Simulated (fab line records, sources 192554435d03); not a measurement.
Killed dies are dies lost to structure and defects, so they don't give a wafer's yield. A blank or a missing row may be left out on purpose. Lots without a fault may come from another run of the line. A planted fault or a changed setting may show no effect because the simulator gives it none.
Chamber matching | flow n5_finfet | N5_BEOL_M0_CO_CAP_123 on cvd_co-01: 3 sister chambers
The step material Co, precursor CCTBA/H2, target thk 2 nm, time 102.1 s. 5 wafers are shown with their chamber, then 7 later ones without.

WAFERS WITH THEIR CHAMBER
wafer  | chamber | heater_power_w (W)
L741.5 | 1       | 248
L743.1 | 2       | 198
L743.5 | 0       | 244
L747.2 | 0       | 237
L747.5 | 2       | 202

WAFERS WITHOUT THEIR CHAMBER
wafer  | heater_power_w (W)
L747.6 | 241
L749.2 | 237
L749.4 | 207
L749.6 | 251
L752.1 | 245
L752.3 | 238
L752.4 | 207

WHICH CHAMBER EACH WENT THROUGH
wafer  | from the rows above     | in truth
L747.6 | can't be placed: 0 or 1 | 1
L749.2 | can't be placed: 0 or 1 | 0
L749.4 | 2                       | 2
L749.6 | can't be placed: 1 or 0 | 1
L752.1 | can't be placed: 1 or 0 | 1
L752.3 | can't be placed: 0 or 1 | 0
L752.4 | 2                       | 2
Placed correctly: 2 of 7. Can't be placed from these rows: 5 (the true chamber is among the candidates in 5). Placed wrongly: 0.
How it was worked out, from the rows above alone: a wafer's distance from a chamber is the root of the sum, over the readings, of the square of ((its reading less the chamber's mean) divided by the reading's scatter). The wafer belongs to the nearest chamber; if the next one is less than 2 further off, it can't be placed. A chamber's mean is the mean of its shown wafers. The scatter: the root of (the sum of the squares of (reading less its chamber's mean) over the shown wafers, divided by (wafers less chambers)).
